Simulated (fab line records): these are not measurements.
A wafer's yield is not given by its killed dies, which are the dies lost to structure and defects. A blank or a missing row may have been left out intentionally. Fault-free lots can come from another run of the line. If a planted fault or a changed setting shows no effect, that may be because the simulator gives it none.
Chamber matching	flow n5_finfet	4 sister chambers for N5_HKMG_FIN_STRIP_92 on rie_diel-06
The step strips SOC in N2/H2, time 20 s. 4 wafers are shown with their chamber, then 8 later ones without.

EACH WAFER AND ITS CHAMBER
wafer	chamber	drypump_motor_current_A (A)
L090.1	1	6.3
L090.3	3	5.7
L090.4	0	4.8
L091.2	2	5.8

WAFERS WITH NO CHAMBER GIVEN
wafer	drypump_motor_current_A (A)
L091.5	5.8
L091.6	5.7
L092.1	4.8
L092.2	5.8
L092.4	6.2
L094.1	6.3
L094.5	6.2
L094.6	5.7

CHAMBER TAKEN BY EACH
wafer	from the rows above	in truth
L091.5	2	2
L091.6	3	3
L092.1	0	0
L092.2	2	2
L092.4	1	1
L094.1	1	1
L094.5	1	1
L094.6	3	3
Correctly placed: 8 of 8. Number that these rows cannot place: 0. Placed wrongly: 0.
How it was worked out, from the rows above alone: a wafer's distance from a chamber is the root of the sum, over the readings, of the square of ((its reading less the chamber's mean) divided by the reading's scatter). The wafer belongs to the nearest chamber; if the next one is less than 2 further off, it can't be placed. The mean given for a chamber averages the wafers shown for that chamber. The scatter: with one shown wafer a chamber, the root of the mean of the squares of how far each hidden wafer lies from its nearest shown one.
